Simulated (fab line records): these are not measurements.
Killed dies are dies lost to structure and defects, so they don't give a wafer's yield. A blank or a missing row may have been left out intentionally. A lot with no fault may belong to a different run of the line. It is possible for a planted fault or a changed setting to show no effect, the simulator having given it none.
fab line records | flow nand_harc
record: lots: 13 wafers: 36 last_day: 32
route steps=1302 shown A_CHANNEL_FILL_D1@499 A_DECK1_JOINT@530 A_ONON_D2@552 END@1302
lots untouched by any fault: they come from a run of this same line in which no faults occurred
start_h: the number of hours between the record's first day and the start of the first shown wafer of the lot | wait_h: time in hours since the lot's previous step | " same as the row above | L1.1+2: one row covering several wafers at once | - no value, or no start was given | * or withheld: withheld | < > ~ a bound
route shown NAME@n: a module of which the file shows steps, and the number in the route of the first | usual: the fault-free wafers' mean and standard deviation | same: alike in all rows | chamber/n: place in a boat | sites: each site's reading | _std_site: how widely they spread, as a standard deviation | _edge_site: the outer-site mean with the inner-site mean subtracted | radius_mm: for every site, how far away it sits from the centre of the wafer | mask NAME#n: copy n | behind: the tool/chamber that last shaped the wafer | hold: reason for holding the lot/hours on hold/outcome of the hold | device: whichever transistor did not switch (one of n, p or np) | end of line: the same wafers' tests at the end of the route | where a step has no rows: the recipe by itself | killed: dies lost to structure and defects at the first sort, not the wafer's yield | map: a wafer's dies, marking killed ones x, the rest . and places with no die _
set.NAME: the setting that was run; set.NAME@STEP: the one run at that earlier step | model.NAME: the simulator's own value behind a step, which no gauge read
steps of the route over a sample of lots; a table a step, a row a wafer
services: a tool's chamber out of use, with start hour (start_h, from the record's first day; less than 0 if before it), hours out, and reason
== steps ==
step: NHARC_A_CHANNEL_FILL_D1_ETCHBACK_19
recipe: target_depth_a: 50 time_s: 1.7 hbr_flow_sccm: 150 cl2_flow_sccm: 50 rf_w: 400 icp_w: 400 bias_w: 100 chemistry: HBr/Cl2
usual: drypump_motor_current_A: 6.0/0.45 oes_product_au: 1.000/0.0088 throttle_valve_pct: 26.406/0.0089
columns lot.wafer tool chamber start_h wait_h drypump_motor_current_A oes_product_au rf_hours_counter_h throttle_valve_pct
L314.3 rie_si-05 3 241.28 0.4 6.6 1.009 0.7 26.398
L314.1 " 0 " " 6.3 0.995 0.5 26.416
L314.5 " 3 " " 6.6 1.004 - 26.401
L316.4 rie_si-05 0 249.07 0.4 6.4 0.989 0.6 26.422
L316.6 " 1 " " 5.3 0.989 - 26.395
L316.5 " 2 " " 5.9 1.022 - 26.396
L318.3 rie_si-03 2 261.19 0.4 5.4 0.983 0.2 26.407
L318.4 " 3 " " 6.1 0.998 0.2 26.387
L318.5 " 2 " " 5.4 0.985 - 26.409
L317.3 rie_si-02 1 261.20 0.4 5.4 1.011 0.9 26.406
L317.1 " 2 " " 6.3 0.994 1.0 26.416
L317.5 " 0 " " 5.6 1.001 - 26.404
L319.3 rie_si-05 3 278.51 0.4 6.6 1.001 0.9 26.399
L319.2 " 2 " " 5.9 1.016 0.9 26.399
L319.5 " 3 " " 6.5 1.008 - 26.405
L321.2 rie_si-03 3 292.96 0.4 6.1 0.994 0.4 26.400
L321.3 " 0 " " 6.0 0.993 0.4 26.388
L321.5 " 3 " " 6.1 0.998 - 26.407
L323.2 rie_si-05 0 326.66 0.4 6.3 0.991 0.1 26.405
L323.3 " 3 " " 6.6 0.993 0.0 26.408
L323.5 " 1 " " 5.3 1.006 - 26.419
L325.1 rie_si-03 0 342.86 0.4 6.0 0.994 0.7 26.413
L325.3 " 2 " " 5.4 0.994 0.9 26.410
L325.2 " 3 " " 6.2 1.009 0.8 26.389
L327.4 rie_si-03 1 362.72 0.4 6.6 0.991 0.9 26.405
L327.2 " 3 " " 6.2 0.997 0.9 26.396
L327.5 " 1 " " 6.5 1.008 - 26.401
L330.1 rie_si-05 1 393.21 0.4 5.3 1.013 0.5 26.409
L330.5 " 1 " " 5.3 1.001 - 26.423
L331.1 rie_si-05 1 402.07 0.4 5.3 1.014 0.6 26.413
L331.5 " 3 " " 6.6 1.003 - 26.411
L333.1 rie_si-03 1 415.43 0.4 6.6 1.002 0.1 26.407
L333.5 " 0 " " 6.0 1.017 - 26.396
L334.4 rie_si-02 2 427.89 0.4 6.3 1.028 0.9 26.391
L334.1 " 3 " " 5.8 1.016 0.5 26.414
L334.5 " 3 " " 5.8 1.006 - 26.404
step: NHARC_A_DECK1_JOINT_ETCHBACK_00
recipe: target_depth_a: 300 time_s: 17.4 hbr_flow_sccm: 150 rf_w: 350 icp_w: 350 bias_w: 60 chemistry: HBr
usual: drypump_motor_current_A: 5.8/0.36 oes_product_au: 0.998/0.011 throttle_valve_pct: 23.266/0.0089
columns lot.wafer tool chamber start_h wait_h drypump_motor_current_A oes_product_au rf_hours_counter_h throttle_valve_pct
L314.1 rie_si-04 0 275.31 0.1 6.0 0.999 0.8 23.272
L314.3 " 3 " " 6.0 0.982 0.8 23.258
L314.5 " 1 " " 5.8 1.006 - 23.272
L316.4 rie_si-06 1 283.71 0.1 6.7 0.990 0.1 23.274
L316.5 " 0 " " 5.7 0.983 - 23.263
L316.6 " 1 " " 6.7 0.991 - 23.265
L317.1 rie_si-04 0 297.26 0.1 6.0 0.998 0.9 23.262
L317.3 " 1 " " 5.8 0.998 0.8 23.259
L317.5 " 0 " " 6.0 1.004 - 23.278
L318.4 rie_si-06 2 297.26 0.1 5.9 0.993 0.2 23.258
L318.3 " 3 " " 6.0 0.995 0.1 23.270
L318.5 " 2 " " 5.9 1.002 - 23.248
L319.3 rie_si-01 1 314.37 0.1 5.1 1.000 0.7 23.267
L319.2 " 0 " " 5.6 0.995 0.7 23.266
L319.5 " 2 " " 5.7 1.030 - 23.246
L321.3 rie_si-06 1 327.48 0.1 6.7 0.994 0.5 23.267
L321.2 " 2 " " 5.9 1.009 0.4 23.259
L321.5 " 2 " " 5.9 1.010 - 23.261
L323.2 rie_si-04 3 361.76 0.1 6.0 0.993 0.1 23.275
L323.3 " 1 " " 5.8 0.993 0.1 23.266
L323.5 " 3 " " 6.0 0.994 - 23.260
L325.2 rie_si-04 1 377.25 0.1 5.9 1.009 0.2 23.262
L325.1 " 2 " " 5.9 1.010 0.2 23.269
L325.3 " 3 " " 5.9 1.009 0.2 23.261
L327.4 rie_si-01 3 397.86 0.1 5.4 1.001 0.1 23.257
L327.2 " 2 " " 5.7 0.989 0.1 23.269
L327.5 " 0 " " 5.6 1.004 - 23.277
L330.1 rie_si-01 0 431.88 0.1 5.6 0.986 0.3 23.281
L330.5 " 0 " " 5.6 0.986 - 23.272
L331.1 rie_si-01 0 437.42 0.1 5.7 1.000 0.3 23.250
L331.5 " 3 " " 5.4 1.000 - 23.263
L333.1 rie_si-04 3 453.59 0.1 6.0 0.999 0.7 23.253
L333.5 " 2 " " 5.9 0.989 - 23.255
L334.1 rie_si-01 3 462.37 0.1 5.4 0.986 0.4 23.264
L334.4 " 1 " " 5.1 1.004 0.6 23.264
L334.5 " 2 " " 5.7 0.979 - 23.265
step: NHARC_A_ONON_D2_THK_MEAS_11
recipe: thk_meas_gauge: ellipsometry
usual: thk_nm: 1004/9.6
columns lot.wafer tool chamber start_h wait_h thk_nm
L314.1 film_metro-01 - 307.67 - 1011
L314.3 " - " " 1011
L314.5 " - " " 1014
L316.4 film_metro-02 - 307.69 - 1007
L316.5 " - " " 1008
L316.6 " - " " 1007
L317.1 film_metro-02 - 327.85 - 996
L317.3 " - " " 996
L317.5 " - " " 996
L318.3 film_metro-01 - 328.09 - 1009
L318.4 " - " " 1011
L318.5 " - " " 1011
L319.2 film_metro-01 - 339.96 - 1021
L319.3 " - " " 1020
L319.5 " - " " 1019
L321.2 film_metro-01 - 356.02 - 1007
L321.3 " - " " 1008
L321.5 " - " " 1010
L323.2 film_metro-01 - 383.93 - 1014
L323.3 " - " " 1012
L323.5 " - " " 1013
L325.1 film_metro-02 - 411.42 - 992
L325.2 " - " " 992
L325.3 " - " " 991
L327.2 film_metro-01 - 422.83 - 1005
L327.4 " - " " 1004
L327.5 " - " " 1003
L330.1 film_metro-02 - 454.75 - 1003
L330.5 " - " " 1002
L331.1 film_metro-02 - 462.86 - 1004
L331.5 " - " " 1006
L333.1 film_metro-02 - 475.94 - 1014
L333.5 " - " " 1016
L334.1 film_metro-01 - 489.81 - 1010
L334.4 " - " " 1013
L334.5 " - " " 1011
step: NHARC_A_ONON_D2_DEP_19
recipe: target_thk_a: 10000 n2_flow_sccm: 2750 n2o_flow_sccm: 2000 nh3_flow_sccm: 500 sih4_flow_sccm: 210 temp_c: 400
columns lot.wafer tool chamber start_h wait_h
L314.1+3+5 pecvd_onon-02 0 315.89 0.1
L316.4+5+6 pecvd_onon-01 0 316.19 0.4
L317.1+3+5 pecvd_onon-01 0 335.86 0.1
L318.3+4+5 pecvd_onon-02 0 336.00 0.2
L319.2+3+5 pecvd_onon-01 0 351.03 0.1
L321.2+3+5 pecvd_onon-03 0 364.23 0.2
L323.2+3+5 pecvd_onon-01 0 392.34 0.1
L325.1+2+3 pecvd_onon-01 0 419.40 0.1
L327.2+4+5 pecvd_onon-03 0 431.54 0.1
L330.1+5 pecvd_onon-03 0 465.37 0.1
L331.1+5 pecvd_onon-03 0 471.21 0.1
L333.1+5 pecvd_onon-03 0 483.83 0.1
L334.1+4+5 pecvd_onon-01 0 497.82 0.1
step: NHARC_A_ONON_D2_THK_MEAS_21
recipe: thk_meas_gauge: ellipsometry
usual: thk_nm: 1001/10
columns lot.wafer tool chamber start_h wait_h thk_nm
L314.1 film_metro-01 - 316.40 - 996
L314.3 " - " " 996
L314.5 " - " " 997
L316.4 film_metro-02 - 316.53 - 1009
L316.5 " - " " 1010
L316.6 " - " " 1010
L317.1 film_metro-01 - 336.37 - 999
L317.3 " - " " 1000
L317.5 " - " " 999
L318.3 film_metro-01 - 336.39 - 977
L318.4 " - " " 976
L318.5 " - " " 977
L319.2 film_metro-01 - 351.48 - 1012
L319.3 " - " " 1011
L319.5 " - " " 1014
L321.2 film_metro-02 - 364.68 - 989
L321.3 " - " " 990
L321.5 " - " " 989
L323.2 film_metro-01 - 392.78 - 1021
L323.3 " - " " 1021
L323.5 " - " " 1022
L325.1 film_metro-01 - 419.92 - 1010
L325.2 " - " " 1009
L325.3 " - " " 1010
L327.2 film_metro-02 - 431.99 - 994
L327.4 " - " " 996
L327.5 " - " " 995
L330.1 film_metro-02 - 465.87 - 1557
L330.5 " - " " 1559
L331.1 film_metro-01 - 471.72 - 1568
L331.5 " - " " 1570
L333.1 film_metro-02 - 484.34 - 1574
L333.5 " - " " 1575
L334.1 film_metro-01 - 498.33 - 1011
L334.4 " - " " 1011
L334.5 " - " " 1010
step: NHARC_END_SORT_01
recipe: temp_c: 25
usual: killed_at_array: 57/18 killed_at_other: 0.9/1.3 killed_at_periphery: 3.5/2.2 killed_dies: 62/18 killed_open: 3.0/1.7 killed_short: 2.3/1.5
same: gross_dies: 677
columns lot.wafer tool chamber start_h wait_h killed_at_array killed_at_other killed_at_periphery killed_dies killed_open killed_short
L330.1 prober-01 0 733.07 2.4 672 0 5 677 1 1
L330.5 prober-01 0 736.26 3.7 666 0 11 677 2 1
L331.1 prober-02 0 740.72 2.4 675 1 1 677 4 2
L331.5 prober-02 0 743.92 3.7 674 1 2 677 6 0
L333.1 prober-01 0 761.81 2.5 673 0 4 677 4 1
L333.5 prober-01 0 764.95 3.6 674 1 2 677 3 3
killed by level:class
L330.1 A_ONON_D2:area_dep=617 A_CHANNEL_HOLE_D2:chamber_film_flake=32 A_CONTACT:chamber_film_flake=8 A_SLIT:chamber_film_flake=7 P_GATE:chamber_film_flake=4 A_CHANNEL_HOLE_D1:chamber_film_flake=3 A_STAIRCASE:chamber_film_flake=2 A_CHANNEL_HOLE_D2:geometric_particle:short=1
L330.5 A_ONON_D2:area_dep=620 A_CHANNEL_HOLE_D2:chamber_film_flake=17 A_CHANNEL_HOLE_D1:chamber_film_flake=8 A_CONTACT:chamber_film_flake=8 A_WL_FILL:chamber_film_flake=6 P_M1:chamber_film_flake=5 P_STI:chamber_film_flake=4 P_GATE:chamber_film_flake=2
L331.1 A_ONON_D2:area_dep=613 A_CHANNEL_HOLE_D1:chamber_film_flake=22 A_CHANNEL_HOLE_D2:chamber_film_flake=21 A_M1:chamber_film_flake=5 A_STAIRCASE:chamber_film_flake=4 A_SLIT:chamber_film_flake=3 A_CHANNEL_FILL_D1:geometric_particle:short=1 A_ONON_D2:geometric_particle:open=1
L331.5 A_ONON_D2:area_dep=591 A_CHANNEL_HOLE_D1:chamber_film_flake=32 A_CHANNEL_HOLE_D2:chamber_film_flake=27 A_SLIT:chamber_film_flake=6 A_M1:chamber_film_flake=5 A_CHANNEL_FILL_D2:chamber_film_flake=3 A_CHANNEL_FILL_D2:geometric_particle:open=2 P_ZERO_WELL:chamber_film_flake=2
L333.1 A_ONON_D2:area_dep=610 A_CHANNEL_HOLE_D1:chamber_film_flake=24 A_CHANNEL_HOLE_D2:chamber_film_flake=24 A_STAIRCASE:chamber_film_flake=6 A_CONTACT:chamber_film_flake=4 P_ZERO_WELL:chamber_film_flake=2 P_M0:geometric_particle:open=1 P_M1:geometric_particle:open=1
L333.5 A_ONON_D2:area_dep=621 A_CHANNEL_HOLE_D2:chamber_film_flake=23 A_CHANNEL_HOLE_D1:chamber_film_flake=8 A_STAIRCASE:chamber_film_flake=7 A_SLIT:chamber_film_flake=7 A_CONTACT:chamber_film_flake=3 P_M1:geometric_particle:open=1 A_ONON_D2:geometric_particle:short=1
== services ==
columns tool chamber start_h hours kind
rie_si-01 0 218.95 4.8 repair
rie_si-03 - 221.00 9.0 pm
pecvd_onon-03 - 227.00 13.0 pm
rie_si-06 - 249.00 9.0 pm
pecvd_onon-01 - 269.00 13.0 pm
rie_si-04 2 283.65 1.2 repair
rie_si-05 - 305.00 9.0 pm
rie_si-01 2 320.28 3.4 repair
rie_si-01 3 323.81 6.0 repair
rie_si-04 - 342.00 9.0 pm
rie_si-01 - 370.00 9.0 pm
rie_si-05 0 379.57 2.5 repair
rie_si-03 - 398.00 9.0 pm
pecvd_onon-03 - 408.00 13.0 pm
rie_si-05 2 409.95 7.0 repair
rie_si-05 - 413.00 0.2 repair
rie_si-04 0 418.57 57.2 repair
rie_si-01 3 447.90 1.7 repair
pecvd_onon-01 - 450.00 13.0 pm
rie_si-05 1 452.03 6.6 repair
rie_si-04 1 472.30 6.8 repair
rie_si-05 0 474.38 7.7 repair
rie_si-05 - 482.00 9.0 pm
rie_si-03 1 491.08 1.3 repair
== key ==
first_sign: step: NHARC_A_ONON_D2_THK_MEAS_21 reading: thk_nm direction: up sigmas: 55 usual: 1001 struck: 1567
effect: step: NHARC_END_SORT_01 reading: killed_dies direction: up sigmas: 35 usual: 62 struck: 677
more_kills_born_at: NHARC_A_ONON_D2_DEP_19@pecvd_onon-03: 3672
met_at NHARC_A_ONON_D2_DEP_19
struck_lots L330,L331,L333
struck_wafers L330.1,L330.5,L331.1,L331.5,L333.1,L333.5
later_rows_left_out L330.1,L330.5,L331.1,L331.5,L333.1,L333.5
tester_left_out L330,L331,L333
not_acting_at NHARC_A_CHANNEL_FILL_D1_ETCHBACK_19,NHARC_A_DECK1_JOINT_ETCHBACK_00,NHARC_A_ONON_D2_THK_MEAS_11
onset_between 431.54 465.37
fault: kind: process_parameter_drift tool: pecvd_onon-03 chamber: - onset_h: 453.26 steps: NHARC_A_ONON_D2_DEP_19 channel: target_thk_a offset: * shape: step end_h: 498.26 scope: struck_wafers_only acts_in: * stated: *
tester_left_out: of these lots the tester's yield and bins aren't shown, on N5 and GAA mostly nor the transistor test; their killed dies are dies lost to structure and defects alone, not to doping, threshold or leakage, so they don't give the yield
later_rows_left_out: the simulator's readings of these wafers behind a module that went badly wrong aren't trusted and aren't shown, but for the sort
